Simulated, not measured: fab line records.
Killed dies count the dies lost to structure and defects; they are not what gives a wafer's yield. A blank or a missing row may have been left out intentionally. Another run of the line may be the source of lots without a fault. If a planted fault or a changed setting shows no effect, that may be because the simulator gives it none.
Chamber matching ; flow n5-finfet ; N5_BEOL_M3_STRIP_36 on rie-diel-05: 4 sister chambers
The step strips in N2/H2. 8 wafers are shown with their chamber, then 8 later ones without.

== WAFERS, EACH WITH ITS CHAMBER ==
wafer;chamber;throttle-valve-pct (%);oes-product-au (a.u.)
L079.2;0;22.7;0.90
L079.3;2;22.9;0.66
L079.5;0;22.8;0.91
L081.2;2;22.8;0.67
L091.1;3;22.8;0.93
L091.4;3;22.8;0.91
L091.5;1;23.7;0.97
L092.1;1;23.7;0.98

== WAFERS WITH NO CHAMBER GIVEN ==
wafer;throttle-valve-pct (%);oes-product-au (a.u.)
L092.3;22.8;0.92
L092.6;22.8;0.85
L094.1;22.7;1.03
L094.2;22.8;0.85
L094.6;22.8;0.85
L095.1;22.8;0.92
L095.5;22.8;0.91
L095.6;22.7;0.99

== WHICH CHAMBER EACH ONE RAN IN ==
wafer;from the rows above;in truth
L092.3;can't be placed: 3 or 0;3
L092.6;can't be placed: 0 or 3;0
L094.1;can't be placed: 3 or 0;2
L094.2;can't be placed: 0 or 3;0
L094.6;can't be placed: 0 or 3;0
L095.1;can't be placed: 3 or 0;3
L095.5;can't be placed: 3 or 0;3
L095.6;can't be placed: 3 or 0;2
Correct placement for 0 of the 8. Unplaceable from these rows: 8, with the true chamber sitting among the candidates in 6. Number placed wrongly: 0.
How it was worked out, from the rows above alone: a wafer's distance from a chamber is the root of the sum, over the readings, of the square of ((its reading less the chamber's mean) divided by the reading's scatter). The wafer belongs to the nearest chamber; if the next one is less than 2 further off, it can't be placed. Each chamber's mean is taken over the wafers shown for it. The scatter is the square root of a quotient: the sum, over the shown wafers, of each reading's squared deviation from its chamber's mean, divided by wafers minus chambers.
